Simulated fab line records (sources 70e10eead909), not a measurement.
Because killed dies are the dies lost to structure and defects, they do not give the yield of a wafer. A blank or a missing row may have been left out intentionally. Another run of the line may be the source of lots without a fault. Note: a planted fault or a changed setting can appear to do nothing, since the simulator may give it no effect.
fab line records	flow nandHarc
record: lots: 13	wafers: 37	lastDay: 33
route steps=1302 shown A_SIN_REMOVE@951 A_WL_FILL@965 END@1302
lots that met no fault: taken from a fault-free run of the same line
startH: the number of hours between the record's first day and the start of the first shown wafer of the lot	waitH: hours from the lot's prior step to this one	" the same as in the row above	L1.1+2: a single row standing in for several wafers	- no value, or no start was given	* or withheld: withheld	< > ~ a bound
route shown NAME@n: NAME is a module with steps in the file, n the number in the route of the first one	usual: mean/standard deviation of fault-free wafers	same: alike in all rows	chamber/n: place in a boat	sites: readings site by site	_std_site: the values' standard deviation	_edge_site: mean of outer sites minus mean of inner sites	radiusMm: how far each site lies from the wafer's centre	mask NAME#n: copy n	behind: the last tool/chamber to shape the wafer	hold: why the lot went on hold/how many hours it stayed there/how the hold came to an end	device: names the non-switching transistor (n, p or np)	end of line: the route-end tests of the same wafers	a step given without rows: its recipe and nothing more	killed: dies lost to structure and defects at the first sort, not the wafer's yield	map: per-die view of a wafer (x killed, . not killed, _ where there is no die)
set.NAME: the setting the step ran with; set.NAME@STEP: the setting that earlier step ran with	model.NAME: the simulator's own value behind a step, which no gauge read
route steps across a sampled set of lots; one table per step, one row per wafer
services: when a tool's chamber went out of use (startH, in hours from the record's first day, below 0 if earlier), for how many hours, and the reason
== steps ==
step: NHARC_A_SIN_REMOVE_INSPECT_04
usual: rawDefectCount: 371/87
lot.wafer	tool	chamber	startH	waitH	rawDefectCount
L782.1	defectInspect-01	-	456.72	0.0	394
L782.3	"	-	"	"	345
L782.5	"	-	"	"	334
L785.2	defectInspect-02	-	497.31	0.0	393
L785.5	"	-	"	"	383
L785.6	"	-	"	"	315
L786.1	defectInspect-02	-	502.01	0.0	463
L786.2	"	-	"	"	523
L786.3	"	-	"	"	441
L788.1	defectInspect-02	-	516.14	0.0	462
L788.4	"	-	"	"	293
L788.6	"	-	"	"	440
L790.2	defectInspect-02	-	544.50	0.0	242
L790.3	"	-	"	"	313
L790.6	"	-	"	"	249
L794.2	defectInspect-01	-	579.09	0.0	375
L794.5	"	-	"	"	316
L795.3	defectInspect-02	-	612.04	0.0	278
L795.5	"	-	"	"	266
L795.6	"	-	"	"	352
L798.2	defectInspect-01	-	621.86	0.0	369
L798.5	"	-	"	"	527
L800.1	defectInspect-01	-	643.40	0.1	250
L800.3	"	-	"	"	238
L800.6	"	-	"	"	182
L802.1	defectInspect-02	-	661.02	0.0	352
L802.5	"	-	"	"	339
L802.6	"	-	"	"	289
L803.1	defectInspect-01	-	670.01	0.0	288
L803.2	"	-	"	"	329
L803.3	"	-	"	"	301
L805.1	defectInspect-01	-	686.49	0.0	341
L805.4	"	-	"	"	361
L805.5	"	-	"	"	312
L804.3	defectInspect-02	-	686.49	0.0	322
L804.4	"	-	"	"	353
L804.6	"	-	"	"	633
step: NHARC_A_WL_FILL_ALD_10
recipe: targetThkA: 500	pulseTimeS: 10	aldCycles: 500	tempC: 300	material: SiO2
usual: aldCycles: 500/0	heaterPowerW: 484/57	precursorPulseHeightRel: 0.999/0.021
lot.wafer	tool	chamber	startH	waitH	aldCycles	heaterPowerW	precursorPulseHeightRel	sinceWetCleanH
L782.1	aldHk-01	2	464.39	0.6	500	588	0.984	155
L782.3	"	3	"	"	500	454	0.987	156
L782.5	"	1	465.93	2.1	500	561	0.986	-
L786.3	aldHk-01	2	507.30	0.6	500	570	1.024	20
L786.1	"	3	"	"	500	461	1.044	21
L786.2	"	0	"	"	500	471	0.980	21
L785.2	aldHk-02	0	508.33	1.6	500	472	1.001	149
L785.5	"	1	"	"	500	427	0.984	-
L785.6	"	2	"	"	500	463	1.039	-
L788.4	aldHk-01	3	523.93	1.1	500	460	1.004	37
L788.1	"	0	"	"	500	465	1.000	38
L788.6	"	1	"	"	500	583	0.996	-
L790.2	aldHk-02	0	552.92	1.2	500	472	0.980	16
L790.3	"	2	553.95	2.2	500	465	1.012	17
L790.6	"	0	554.98	3.2	500	470	1.015	-
L794.2	aldHk-01	2	590.34	1.1	461	572	1.015	103
L794.5	"	1	591.88	2.6	500	583	0.971	-
L795.3	aldHk-01	3	622.99	0.6	500	455	1.024	136
L795.5	"	2	624.55	2.1	500	563	1.022	-
L795.6	"	3	"	"	461	462	1.008	-
L798.2	aldHk-01	2	630.05	1.6	461	566	0.987	143
L798.5	"	3	"	"	500	455	0.999	-
L800.1	aldHk-02	0	652.07	0.6	500	482	0.947	115
L800.3	"	2	653.10	1.6	500	462	1.045	116
L800.6	"	0	654.12	2.6	500	469	0.978	-
L802.1	aldHk-02	3	669.47	1.6	500	409	0.977	132
L802.6	"	3	671.53	3.6	500	418	1.012	-
L802.5	"	0	"	"	500	467	1.006	-
L803.2	aldHk-02	0	680.59	0.1	500	485	1.019	143
L803.1	"	1	"	"	500	419	0.994	144
L803.3	"	3	682.11	1.6	500	406	0.986	145
L805.4	aldHk-03	0	694.01	0.6	500	476	1.028	111
L805.1	"	1	"	"	500	524	0.978	111
L805.5	"	0	696.06	2.6	500	462	0.984	-
L804.4	aldHk-01	2	694.54	1.1	500	578	0.980	29
L804.3	"	3	"	"	500	452	0.990	30
L804.6	"	0	"	"	500	444	1.004	-
step: NHARC_A_WL_FILL_ETCHBACK_17
recipe: targetDepthA: 40	timeS: 26.7	chemistry: Cl2/BCl3
usual: chamberPressureMTorr: 9.999/0.0092	drypumpMotorCurrentA: 6.0/0.57	heBacksideLeakSccm: 3.49/0.26	oesProductAu: 1.003/0.012
lot.wafer	tool	chamber	startH	waitH	chamberPressureMTorr	drypumpMotorCurrentA	heBacksideLeakSccm	oesProductAu	rfHoursCounterH
L782.1	rieMetal-02	0	468.72	-	9.995	6.2	3.51	1.017	0
L782.3	"	1	"	"	9.989	6.4	3.42	0.993	-
L782.5	"	1	"	"	10.009	6.4	3.23	0.983	-
L786.2	rieMetal-02	1	511.60	-	9.997	6.4	3.42	0.981	0.7
L786.1	"	0	"	"	10.005	6.3	3.59	1.008	0.7
L786.3	"	1	"	"	9.997	6.4	3.37	0.979	-
L785.2	rieMetal-03	0	511.62	-	10.002	5.7	3.75	1.005	2.7
L785.5	"	1	"	"	10.007	4.9	3.24	1.009	-
L785.6	"	0	"	"	9.997	5.7	3.58	1.013	-
L788.1	rieMetal-02	0	527.77	-	9.994	6.2	3.64	1.012	1.0
L788.4	"	1	"	"	9.999	6.4	3.03	0.982	-
L788.6	"	1	"	"	9.997	6.4	3.32	0.976	-
L790.2	rieMetal-03	1	557.25	-	10.023	4.9	3.50	1.008	0.4
L790.3	"	1	"	"	9.989	4.9	3.24	1.027	-
L790.6	"	1	"	"	9.997	4.9	3.31	1.033	-
L794.2	rieMetal-03	1	594.16	-	10.010	4.9	3.56	1.006	1.3
L794.5	"	0	"	"	9.990	5.7	3.61	0.992	-
L795.3	rieMetal-01	1	627.42	-	10.009	6.2	3.53	1.000	-
L795.6	"	0	"	"	10.020	6.7	3.37	1.000	-
L795.5	"	1	"	"	9.994	6.2	3.67	1.000	-
L798.2	rieMetal-01	1	633.34	-	10.003	6.2	3.55	0.985	0.6
L798.5	"	1	"	"	10.006	6.2	3.35	1.002	-
L800.1	rieMetal-01	0	656.38	-	9.989	6.7	3.12	1.015	0.9
L800.3	"	1	"	"	9.996	6.2	3.54	0.991	-
L800.6	"	0	"	"	10.000	6.7	3.24	1.010	-
L802.1	rieMetal-01	1	674.32	-	10.006	6.2	3.52	0.997	1.4
L802.5	"	0	"	"	9.987	6.7	3.32	1.010	-
L802.6	"	1	"	"	10.000	6.2	3.37	0.989	-
L803.2	rieMetal-03	0	685.37	-	9.987	5.7	3.70	0.995	3.0
L803.1	"	1	"	"	9.993	4.9	3.18	1.003	3.0
L803.3	"	1	"	"	9.995	4.9	3.27	1.017	-
L805.1	rieMetal-02	0	698.33	-	10.013	6.2	3.63	1.010	1.0
L805.4	"	0	"	"	9.988	6.2	3.66	1.014	-
L805.5	"	0	"	"	10.003	6.2	3.65	1.001	-
L804.3	rieMetal-01	1	698.37	-	10.001	6.2	3.61	1.000	-
L804.4	"	0	"	"	9.996	6.7	3.31	1.012	-
L804.6	"	1	"	"	9.980	6.2	3.54	0.996	-
step: NHARC_A_WL_FILL_ALD_19
recipe: targetThkA: 20	pulseTimeS: 3	aldCycles: 100	tempC: 450	material: TiN
usual: aldCycles: 100/0	heaterPowerW: 1098/140	precursorPulseHeightRel: 1.000/0.021
lot.wafer	tool	chamber	startH	waitH	aldCycles	heaterPowerW	precursorPulseHeightRel	sinceWetCleanH
L782.1	aldMetal-01	3	474.13	0.1	100	1158	0.976	116
L782.3	"	2	"	"	100	988	1.001	116
L782.5	"	0	"	"	100	992	0.996	-
L786.3	aldMetal-03	3	517.02	0.1	100	1027	1.018	117
L786.2	"	1	"	"	100	1259	0.964	117
L786.1	"	2	"	"	100	770	1.005	117
L785.2	aldMetal-02	3	517.07	0.2	100	1142	1.009	75
L785.6	"	0	"	"	100	1130	0.994	-
L785.5	"	1	"	"	100	1337	0.980	-
L788.1	aldMetal-02	1	534.10	0.1	100	1335	0.990	92
L788.4	"	2	"	"	100	1118	1.019	92
L788.6	"	2	"	"	100	1167	0.993	-
L790.3	aldMetal-01	0	562.72	0.1	100	1011	0.997	27
L790.2	"	1	"	"	100	1188	1.013	27
L790.6	"	0	"	"	100	1016	1.031	-
L794.2	aldMetal-03	2	599.71	0.2	100	776	1.017	9
L794.5	"	3	"	"	100	993	0.981	-
L795.3	aldMetal-01	1	632.91	0.1	100	1203	1.023	97
L795.5	"	3	"	"	100	1132	1.031	-
L795.6	"	0	"	"	100	1000	1.012	-
L798.2	aldMetal-03	2	638.81	0.1	100	772	0.977	48
L798.5	"	3	"	"	100	1003	1.014	-
L800.3	aldMetal-02	2	661.81	0.1	100	1146	0.954	42
L800.1	"	0	"	"	100	1008	1.010	42
L800.6	"	1	"	"	100	1353	1.003	-
L802.1	aldMetal-03	3	678.32	0.1	100	1005	0.986	88
L802.5	"	3	"	"	100	1028	0.971	-
L802.6	"	2	"	"	100	797	0.999	-
L803.3	aldMetal-02	0	691.11	0.1	100	1021	0.995	71
L803.1	"	2	"	"	100	1137	1.017	71
L803.2	"	3	"	"	100	1137	1.003	71
L805.4	aldMetal-01	3	703.71	0.1	100	1166	0.991	168
L805.1	"	0	"	"	100	1021	1.006	168
L805.5	"	3	"	"	100	1176	1.028	-
L804.3	aldMetal-03	2	703.74	0.1	100	785	1.001	113
L804.4	"	1	"	"	100	1220	0.961	-
L804.6	"	2	"	"	100	791	1.014	-
step: NHARC_END_SORT_01
recipe: tempC: 25
usual: killedAtArray: 56/20	killedAtOther: 0.9/1.1	killedAtPeriphery: 3.7/3	killedDies: 61/21	killedOpen: 2.9/1.6	killedShort: 2.6/1.4
same: grossDies: 677
lot.wafer	tool	chamber	startH	waitH	killedAtArray	killedAtOther	killedAtPeriphery	killedDies	killedOpen	killedShort
L794.2	prober-02	0	679.49	2.9	37	1	2	40	3	2
L794.5	prober-02	0	681.91	3.7	49	1	2	52	4	3
killed by level:class
L794.2 A_CHANNEL_HOLE_D1:chamberFilmFlake=22 A_STAIRCASE:chamberFilmFlake=4 A_SLIT:chamberFilmFlake=4 A_CHANNEL_HOLE_D1:geometricParticle:short=1 A_CHANNEL_FILL_D1:geometricParticle:short=1 A_WL_FILL:geometricParticle:open=1 A_M0:geometricParticle:open=1 STARTING-WAFER:geometricParticle:open=1
L794.5 A_CHANNEL_HOLE_D1:chamberFilmFlake=35 A_CONTACT:geometricParticle:open=2 A_SLIT:chamberFilmFlake=2 A_CHANNEL_FILL_D1:chamberFilmFlake=2 A_ONON_D1:geometricParticle:short=1 A_WL_FILL:geometricParticle:short=1 A_BLC:geometricParticle:open=1 A_M0:geometricParticle:open=1
== services ==
tool	chamber	startH	hours	kind
aldMetal-02	1	445.63	30.1	repair
aldMetal-03	0	452.51	3.4	repair
rieMetal-02	-	454.00	9.0	pm
aldHk-03	-	461.51	1.3	repair
aldHk-01	-	477.95	10.0	pm
aldMetal-01	1	481.21	4.4	repair
aldMetal-01	3	508.44	22.8	repair
rieMetal-03	-	519.00	9.0	pm
aldMetal-01	-	526.00	10.0	pm
aldHk-02	-	528.24	10.0	pm
rieMetal-02	-	559.04	1.3	repair
aldMetal-03	-	565.15	15.3	repair
rieMetal-01	-	575.08	9.0	pm
aldMetal-01	2	579.42	4.2	repair
aldMetal-03	-	580.47	10.0	pm
aldHk-01	-	606.44	1.9	repair
aldMetal-02	-	610.04	10.0	pm
rieMetal-02	-	631.00	9.0	pm
rieMetal-01	1	636.89	5.0	repair
aldMetal-03	0	637.34	68.6	repair
aldHk-01	-	656.35	10.0	pm
aldMetal-02	1	687.99	19.4	repair
rieMetal-02	1	689.17	4.8	repair
rieMetal-03	-	696.00	9.0	pm
== key ==
firstSign: step: NHARC_A_WL_FILL_ALD_10	reading: aldCycles	direction: down	sigmas: 99+	usual: 500	struck: 461
effect none on later readings
metAt NHARC_A_WL_FILL_ALD_10
struckLots L794,L795,L798
struckWafers L794.2,L795.6,L798.2
testerLeftOut L794,L795,L798
notActingAt NHARC_A_SIN_REMOVE_INSPECT_04,NHARC_A_WL_FILL_ETCHBACK_17,NHARC_A_WL_FILL_ALD_19
onsetBetween 523.93 590.34
fault: kind: processParameterDrift	tool: aldHk-01	chamber: -	onsetH: 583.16	steps: NHARC_A_WL_FILL_ALD_10	channel: aldCycles	offset: -39	shape: step	endH: 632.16	scope: struckWafersOnly	actsIn: theseRecipesOnly	stated: 500
testerLeftOut: of these lots the tester's yield and bins aren't shown, on N5 and GAA mostly nor the transistor test; their killed dies are dies lost to structure and defects alone, not to doping, threshold or leakage, so they don't give the yield
